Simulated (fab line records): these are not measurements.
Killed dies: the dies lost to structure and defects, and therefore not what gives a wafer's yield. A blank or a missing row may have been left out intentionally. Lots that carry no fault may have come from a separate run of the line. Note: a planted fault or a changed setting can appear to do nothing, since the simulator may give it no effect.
A lot that was struck, set against a sound lot	flow nand_harc	39 out of 1302 route steps
Sound: the wafers L585.2, L585.5, L585.6. Wafers L592.3, L592.4, L592.6 were the ones struck. Last of all comes the cause.
Order at every step that has rows: each side's tool, ch and its chambers, its first start. Under that, the readings that differ: sound wafers	struck wafers	difference of the means	sigmas: that difference in standard deviations of wafers without a fault.
alike: same words and numbers on both sides, and readings whose means sit less than 2 such deviations apart. not compared: any withheld reading, any reading some wafer has no value for, any bound like >300 that may hide the same value, and any number with overlapping values for which the record gives no deviation.
The two part at a step that has a row with sigmas, a row that says differs or no value, or rows on one side only. Non-overlapping numbers with no deviation appear without sigmas and do not part them. A reading that every wafer of one side lacks parts them only if that side has two wafers or more.

first, 11 steps without rows for these wafers: NHARC_P_GATE_HMDS_04 (time 30 s); NHARC_P_GATE_COAT_05; NHARC_P_GATE_SOFTBAKE_06 (time 95 s); NHARC_P_GATE_EBR_07; NHARC_P_GATE_EXPOSE_08 (exposes mask P HV); NHARC_P_GATE_PEB_09 (peb time 85 s); NHARC_P_GATE_DEVELOP_10 (time 70 s); NHARC_P_GATE_HARDBAKE_12 (time 80 s); NHARC_P_GATE_DESCUM_13 (chemistry O2, time 3 s); NHARC_P_GATE_ETCH_14 (etches SiO2 in dHF, target depth 48.8 nm); NHARC_P_GATE_STRIP_15 (strips in SPM, time 780 s).
NHARC_P_GATE_PRECLEAN_71: cleans in SC1.
  sound on wet_bench-02 ch 2,3,4, day 4 22:58; struck on wet_bench-01 ch 0,2,3, day 7 06:08
then, 25 steps without rows for these wafers: NHARC_P_GATE_SRD_72; NHARC_P_GATE_OXIDE_16 (material SiO2, target thk 3 nm, ox time 392 s); NHARC_P_GATE_CVD_17 (deposits poly-Si, target thk 150 nm, time 900 s); NHARC_P_GATE_HM_DEP_102 (deposits aC, target thk 120 nm); NHARC_P_GATE_DEP_103 (deposits SiON, target thk 30 nm); NHARC_P_GATE_DEHYDRATE_18 (time 120 s); NHARC_P_GATE_HMDS_19 (time 30 s); NHARC_P_GATE_COAT_20 (resist thk 90 nm); NHARC_P_GATE_SOFTBAKE_21 (time 55 s); NHARC_P_GATE_EBR_22; NHARC_P_GATE_EXPOSE_23 (exposes mask P GATE, target cd 120 nm); NHARC_P_GATE_PEB_24 (peb time 65 s); NHARC_P_GATE_DEVELOP_25 (develop time 35 s); NHARC_P_GATE_DESCUM_31 (chemistry O2, time 3 s); NHARC_P_GATE_ETCH_104 (etches the open film in CF4/CHF3, target depth 60 nm); NHARC_P_GATE_HM_OPEN_105 (chemistry O2/COS, target depth 360 nm); NHARC_P_GATE_STRIP_106 (strips in O2/COS); NHARC_P_GATE_ETCH_114 (etches the open film in CF4/O2, target depth 30 nm, overetch 3 nm, time 16.5 s); NHARC_P_GATE_ETCH_32 (etches the open film in HBr/Cl2, target depth 150 nm, time 100.1 s); NHARC_P_GATE_STRIP_108 (strips in O2); NHARC_P_GATE_STRIP_35 (strips in SPM, time 600 s); NHARC_P_GATE_PRECLEAN_73 (cleans in SC1); NHARC_P_GATE_SRD_74; NHARC_P_GATE_ALD_36 (deposits SiNx, target thk 20 nm, pulse time 60 s, ald cycles 223); NHARC_P_GATE_ETCHBACK_37 (etches the open film in CHF3/O2, target depth 34.5 nm, time 17.2 s).
-- break in the record here, with 21 days between the starts of the struck wafers on either side (left off in module P_GATE, picked up again in module END, where the first step shown is number 1301 on the route) --
NHARC_END_WLT_00:
  struck on prober-01, day 27 21:16; sound on prober-02, day 25 13:16
reading	sound	struck	difference	sigmas
VT_DECK1_BOTTOM	0.860 0.864 0.860	0.880 0.878 0.877	+0.017	+2
VT_DECK1_BOTTOM_INNER	0.855 0.860 0.863	0.874 0.881 0.880	+0.019	+3
VT_DECK2_BOTTOM	0.872 0.871 0.879	0.893 0.893 0.891	+0.018	+3
VT_DECK2_BOTTOM_INNER	0.874 0.873 0.876	0.893 0.887 0.903	+0.020	+3
VT_DECK2_MEDIAN_NEAR_BOTTOM	0.875 0.874 0.874	0.891 0.892 0.899	+0.020	+3
VT_DECK2_MEDIAN_NEAR_BOTTOM_INNER	0.869 0.879 0.874	0.896 0.885 0.893	+0.017	+3
VT_DECK2_MIDDLE	0.891 0.879 0.895	0.896 0.906 0.904	+0.014	+2
VT_DECK2_TOP	0.904 0.904 0.900	0.917 0.920 0.924	+0.018	+3
  alike: VT_DECK1_MEDIAN_NEAR_BOTTOM, VT_DECK1_MEDIAN_NEAR_BOTTOM_INNER, VT_DECK1_MIDDLE, VT_DECK1_MIDDLE_INNER, VT_DECK1_TOP, VT_DECK1_TOP_INNER, VT_DECK2_MIDDLE_INNER, VT_DECK2_TOP_INNER
NHARC_END_SORT_01:
  the record has rows for the sound wafers here (prober-02 ch 0, day 25 16:32) and none for the struck ones

== WHERE THEY PART ==
Last at NHARC_END_SORT_01 as far as this record goes, first at NHARC_END_WLT_00.

WHY: what the simulator had put in
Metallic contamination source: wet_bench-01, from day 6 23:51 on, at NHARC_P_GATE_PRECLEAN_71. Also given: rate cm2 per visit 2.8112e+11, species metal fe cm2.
